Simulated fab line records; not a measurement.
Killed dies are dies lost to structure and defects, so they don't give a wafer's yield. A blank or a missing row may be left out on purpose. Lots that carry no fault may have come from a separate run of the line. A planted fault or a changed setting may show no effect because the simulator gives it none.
Struck lot and sound lot, side by side	flow n5 finfet	15 steps out of a route of 1938
Sound: these wafers, L502.1, L502.2, L502.4. The struck wafers were L492.2, L492.3, L492.4. Last of all comes the cause.
Per side, at each step with rows, come the tool, then ch with its chambers, and then its first start. Under that, the readings that differ: sound wafers	struck wafers	difference of the means	sigmas: that difference in standard deviations of wafers without a fault.
alike: readings with means less than 2 such deviations apart, plus words and numbers identical on both sides. not compared: withheld readings, readings lacking a value on some wafer, bounds such as >300 that could conceal the same value, and numbers that have no deviation in the record and whose values overlap.
A row with sigmas, a row that says differs or no value, or rows on one side alone: a step with any of these is where the two part. Numbers that don't overlap but have no deviation are shown without sigmas and don't part them. A reading missing from all wafers of one side parts the sides only when that side holds two or more wafers.

N5_BEOL_M0_SAQP_INSPECT_16: inspects for defects (brightfield).
  sound: defect inspect-01 at day 10 18:41; struck: defect inspect-01 at day 8 03:12
  alike: raw defect count
then, 1 step without rows for these wafers: N5_BEOL_M0_SAQP_DESCUM_19 (chemistry O2, time 7.9 s).
N5_BEOL_M0_SAQP_ETCH_83: etches SiARC in CF4, target depth 39 nm, time 65 s.
  sound on rie diel-01 ch 0,1,2, day 10 19:02; struck on rie diel-01 ch 0,1, day 8 03:16
  alike: drypump motor current A, etch rf on time s, oes product au, rf vpp V, showerhead plenum p Torr, throttle valve pct
  not compared: rf hours counter h
N5_BEOL_M0_SAQP_ETCH_84: etches SOC in N2/H2, target depth 100 nm, overetch 20 nm, time 150 s.
  sound on rie diel-01 ch 0,1,2, day 10 19:05; struck on rie diel-01 ch 0,1, day 8 03:19
  alike: drypump motor current A, oes product au, rf vpp V, showerhead plenum p Torr, throttle valve pct
  not compared: rf hours counter h
then, 1 step without rows for these wafers: N5_BEOL_M0_SAQP_STRIP_80 (strips in N2/H2).
N5_BEOL_M0_SAQP_HM_OPEN_112: chemistry CHF3/O2, target SiO2, stops on a-Si, target depth 12 nm, time 13.5 s.
  sound on rie diel-01 ch 0,1,2, day 10 19:11; struck on rie diel-01 ch 0,1, day 8 03:26
  alike: drypump motor current A, oes_ar_750_au, oes_f_703_au, oes product au, rf vpp V, showerhead plenum p Torr, throttle valve pct
  not compared: rf hours counter h
then, 1 step without rows for these wafers: N5_BEOL_M0_SAQP_STRIP_113 (strips in CHF3/O2).
N5_BEOL_M0_SAQP_MANDREL_ETCH_20: etches a-Si in HBr/Cl2, stops on SiNx, target depth 60 nm, bt time 10 s, time 30 s.
  sound on rie si-04 ch 0,2,3, day 10 19:16; struck on rie si-05 ch 1,2,3, day 8 03:31
  alike: drypump motor current A, oes product au, throttle valve pct
  not compared: rf hours counter h
N5_BEOL_M0_SAQP_STRIP_86: strips in N2/H2.
  sound on rie diel-01 ch 0,1,2, day 10 19:22; struck on rie diel-01 ch 0,1, day 8 03:37
reading	sound	struck	difference	sigmas
rf vpp V (V)	124.1 123.5 121.6	120.6 118.5 121.4	-2.9	-2
  alike: bias power w, drypump motor current A, oes product au, power w, showerhead plenum p Torr, throttle valve pct
  not compared: rf hours counter h
then, 3 steps without rows for these wafers: N5_BEOL_M0_SAQP_STRIP_115 (strips in post etch residue remover, time 60 s); N5_BEOL_M0_SAQP_SRD_93 (time 30 s); N5_BEOL_M0_SAQP_RECESS_114 (chemistry HF/NH3, target SiO2, target depth 14.4 nm, afs cycles 3, sublimation time 60 s).
N5_BEOL_M0_SAQP_SPACER1_ALD_98: deposits SiO2, target thk 12.8 nm, pulse time 1 s, purge time 2 s.
  sound on ald sin-02 ch 0,2,3, day 10 19:53; struck on ald sin-02 ch 0,1,2, day 8 04:10
reading	sound	struck	difference	sigmas
susceptor temp C (C)	299.79 300.09 300.09	295.53 295.81 295.64	-4.33	-23
  alike: heater power w, precursor pulse height rel
then, 1 step without rows for these wafers: N5_BEOL_M0_SAQP_SPACER1_ETCHBACK_99 (etches SiO2 in CHF3/O2, target depth 15.4 nm, time 7.7 s).
-- a jump in the record: the struck wafers' starts before and after are 4 days apart (it breaks off in module BEOL_M0_SAQP and resumes in module BEOL_M4, where the first step shown is number 1111 of the route) --
N5_BEOL_M4_RC_MEAS_101:
  sound on prober-01 ch 0, day 14 15:13; struck on prober-01 ch 0, day 12 12:18
reading	sound	struck	difference	sigmas
ION_P (uA/um)	470 477 469	456 450 464	-15	-2
VT_P (mV)	-248 -245 -248	-257 -257 -252	-8	-3
  alike: DIBL_N, DIBL_P, IOFF_N, IOFF_P, ION_N, SS_N, SS_P, VT_N

## WHERE THEY PART
Last at N5_BEOL_M4_RC_MEAS_101 as far as this record goes, first at N5_BEOL_M0_SAQP_STRIP_86.

WHY: the cause the simulator had injected
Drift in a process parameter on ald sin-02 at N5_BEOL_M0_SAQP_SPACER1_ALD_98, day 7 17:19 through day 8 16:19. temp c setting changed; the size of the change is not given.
